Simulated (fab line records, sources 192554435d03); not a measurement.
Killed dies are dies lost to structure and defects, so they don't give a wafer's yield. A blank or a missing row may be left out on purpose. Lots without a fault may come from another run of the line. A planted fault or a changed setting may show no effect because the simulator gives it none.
Tool commonality check | flow n5_finfet | 7 lots, 21 wafers sampled

WHY IT WAS OPENED
At N5_BEOL_M13_CD_MEAS_28 the reading cd_nm is flagged on 2 of 7 lots. Wafers without a fault read 209.6 nm, standard deviation 1.1.
Rule: a lot is flagged when every wafer of it that has a number lies more than 4 standard deviations from that mean, or none has a number. The other lots count as sound.

lot  | measured     | on        | cd_nm (nm), wafer by wafer | flag
L558 | day 12 14:02 | cd_sem-01 | 207.9 211.2 207.9          |
L559 | day 13 06:43 | cd_sem-01 | 210.3 209.7 210.2          |
L572 | day 16 00:44 | cd_sem-01 | 202.7 202.7 202.2          | FLAGGED
L573 | day 16 01:38 | cd_sem-03 | 203.1 204.8 203.0          | FLAGGED
L576 | day 16 19:07 | cd_sem-02 | 210.9 209.3 211.1          |
L575 | day 16 19:16 | cd_sem-03 | 211.6 210.2 208.8          |
L577 | day 17 11:08 | cd_sem-01 | 210.0 209.2 210.7          |
The numbers of the flagged lots are 203.1 nm on average: -6.5 nm against the usual, or -6 standard deviations.

WHICH TOOL RAN EACH LOT
The record holds 2 process steps before the reading, out of a route of 1938 steps. In each cell: the tool, then ch and the chambers that the sampled wafers went through, then the start.
lot  | flag    | N5_BEOL_M13_DESCUM_15              | N5_BEOL_M13_EXPOSE_25
L558 |         | rie_diel-04 ch 0,2, day 12 13:11   | krf_scanner-01 ch 0, day 12 13:52
L559 |         | rie_diel-01 ch 0,2, day 13 05:51   | krf_scanner-01 ch 0, day 13 06:32
L572 | FLAGGED | rie_diel-04 ch 2,3, day 15 23:45   | krf_scanner-01 ch 0, day 16 00:34
L573 | FLAGGED | rie_diel-06 ch 0,1, day 16 00:39   | krf_scanner-01 ch 0, day 16 01:28
L576 |         | rie_diel-06 ch 1,2,3, day 16 18:08 | krf_scanner-02 ch 0, day 16 18:57
L575 |         | rie_diel-04 ch 0,1,2, day 16 18:25 | krf_scanner-02 ch 0, day 16 19:05
L577 |         | rie_diel-01 ch 0,1,2, day 17 10:10 | krf_scanner-02 ch 0, day 17 10:58
What these steps do:
- N5_BEOL_M13_DESCUM_15: chemistry O2, time 7.9 s.
- N5_BEOL_M13_EXPOSE_25: exposes mask M13, target cd 210 nm.
- N5_BEOL_M13_CD_MEAS_28: target cd 209.5 nm.

FLAGGED OVER TOTAL, TOOL BY TOOL (the gauges that took the reading come last)
step                   | tool           | lots run | flagged | share of the flagged lots | sound lots run after its first flagged lot
N5_BEOL_M13_DESCUM_15  | rie_diel-01    | 2        | 0       | none                      | -
N5_BEOL_M13_DESCUM_15  | rie_diel-04    | 3        | 1       | some                      | 1 (L575)
N5_BEOL_M13_DESCUM_15  | rie_diel-06    | 2        | 1       | some                      | 1 (L576)
N5_BEOL_M13_EXPOSE_25  | krf_scanner-01 | 4        | 2       | all                       | 0
N5_BEOL_M13_EXPOSE_25  | krf_scanner-02 | 3        | 0       | none                      | -
N5_BEOL_M13_CD_MEAS_28 | cd_sem-01      | 4        | 1       | some                      | 1 (L577)
N5_BEOL_M13_CD_MEAS_28 | cd_sem-02      | 1        | 0       | none                      | -
N5_BEOL_M13_CD_MEAS_28 | cd_sem-03      | 2        | 1       | some                      | 1 (L575)

WHAT THE TABLE ALLOWS
1 row of the table ran every flagged lot: krf_scanner-01 at N5_BEOL_M13_EXPOSE_25.
- krf_scanner-01 at N5_BEOL_M13_EXPOSE_25: 2 of its 4 lots flagged. Its last sound lot is L559 (day 13 06:32), its first flagged lot L572 (day 16 00:34): a fault that began between those two fits. Its own readings lie more than 4 standard deviations out on every wafer of the flagged lots: exposure_dose_mJ_cm2.
One tool is left: krf_scanner-01 at N5_BEOL_M13_EXPOSE_25.

WHAT THE SIMULATOR HAD PUT IN
Process parameter drift: krf_scanner-01, from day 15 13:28 on, at N5_BEOL_M13_EXPOSE_25. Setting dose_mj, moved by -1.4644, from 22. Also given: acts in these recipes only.
Lots struck among those shown: L572, L573. The rule above found the same.
